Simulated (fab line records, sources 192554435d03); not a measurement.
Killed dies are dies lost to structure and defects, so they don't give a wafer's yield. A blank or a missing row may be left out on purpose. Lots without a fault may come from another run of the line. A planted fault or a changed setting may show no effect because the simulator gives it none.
Which tool did it? | flow n5_finfet | 12 lots, 36 wafers sampled, at 3 steps of a route of 1938

WHAT THE GAUGES READ, wafer by wafer
N5_BEOL_M8_CD_MEAS_35: target cd 40 nm.
lot  | measured     | on        | cd_nm (nm)
L075 | day 11 12:07 | cd_sem-03 | 40.0 39.6 39.7
L076 | day 12 07:48 | cd_sem-01 | 39.8 39.6 39.9
L079 | day 12 19:44 | cd_sem-03 | 40.7 40.0 39.9
L081 | day 14 18:55 | cd_sem-01 | 39.3 39.4 39.3
L084 | day 15 17:02 | cd_sem-01 | 39.2 38.9 39.5
L086 | day 16 12:33 | cd_sem-02 | 40.7 40.4 40.8
L090 | day 16 23:30 | cd_sem-02 | 40.1 40.8 40.9
L095 | day 18 00:50 | cd_sem-02 | 40.0 39.5 40.5
L091 | day 18 07:10 | cd_sem-01 | 40.0 40.0 40.4
L089 | day 19 00:53 | cd_sem-03 | 40.9 40.6 40.0
L093 | day 19 01:17 | cd_sem-01 | 39.6 39.5 39.4
L096 | day 19 09:29 | cd_sem-03 | 40.0 39.7 40.3

WHICH TOOL RAN EACH LOT (tool, then ch and the chambers of the sampled wafers, then the start)
lot  | N5_BEOL_M8_ETCH_72                 | N5_BEOL_M8_STRIP_80
L075 | rie_diel-02 ch 1,3, day 11 11:34   | rie_diel-02 ch 1,3, day 11 12:07 or earlier
L076 | rie_diel-04 ch 0,1,2, day 12 07:15 | rie_diel-04 ch 0,1,2, day 12 07:48 or earlier
L079 | rie_diel-02 ch 1,2,3, day 12 19:11 | rie_diel-02 ch 1,2,3, day 12 19:44 or earlier
L081 | rie_diel-05 ch 0,1,2, day 14 18:21 | rie_diel-05 ch 0,1,2, day 14 18:55 or earlier
L084 | rie_diel-02 ch 0,1,3, day 15 16:29 | rie_diel-02 ch 0,1,3, day 15 17:02 or earlier
L086 | rie_diel-05 ch 1,2,3, day 16 12:00 | rie_diel-05 ch 1,2,3, day 16 12:33 or earlier
L090 | rie_diel-05 ch 1,3, day 16 22:56   | rie_diel-05 ch 1,3, day 16 23:30 or earlier
L095 | rie_diel-04 ch 1,2,3, day 18 00:17 | rie_diel-04 ch 1,2,3, day 18 00:50 or earlier
L091 | rie_diel-05 ch 0,1,2, day 18 06:37 | rie_diel-05 ch 0,1,2, day 18 07:10 or earlier
L089 | rie_diel-02 ch 1,2,3, day 19 00:19 | rie_diel-02 ch 1,2,3, day 19 00:53 or earlier
L093 | rie_diel-02 ch 0,1,2, day 19 00:43 | rie_diel-02 ch 0,1,2, day 19 01:17 or earlier
L096 | rie_diel-02 ch 0,2,3, day 19 08:56 | rie_diel-02 ch 0,2,3, day 19 09:29 or earlier
- N5_BEOL_M8_ETCH_72: etches underlayer in N2/H2, target depth 6.5 nm, time 5.2 s.
- N5_BEOL_M8_STRIP_80: strips in N2/H2, time 10 s.

THE ANSWER, worked out from the rows above alone
Rule: what is usual is taken from the lots themselves. Put in order of their means at a reading, lots are off if they are a third of the lots or fewer, leave a main group of 4 or more, and stand apart from it by a gap of 3 or more times the standard deviation of the main group's means; of several such gaps the widest counts. A main group whose means are all the same, to the digits that the tables above print for the reading, isn't used. A lot without any number at a reading at which 4 lots or more have one is off too. The other lots that the step has rows for count as sound.
No lot is off at any reading shown: from this, nothing can be told.

WHAT THE SIMULATOR HAD PUT IN
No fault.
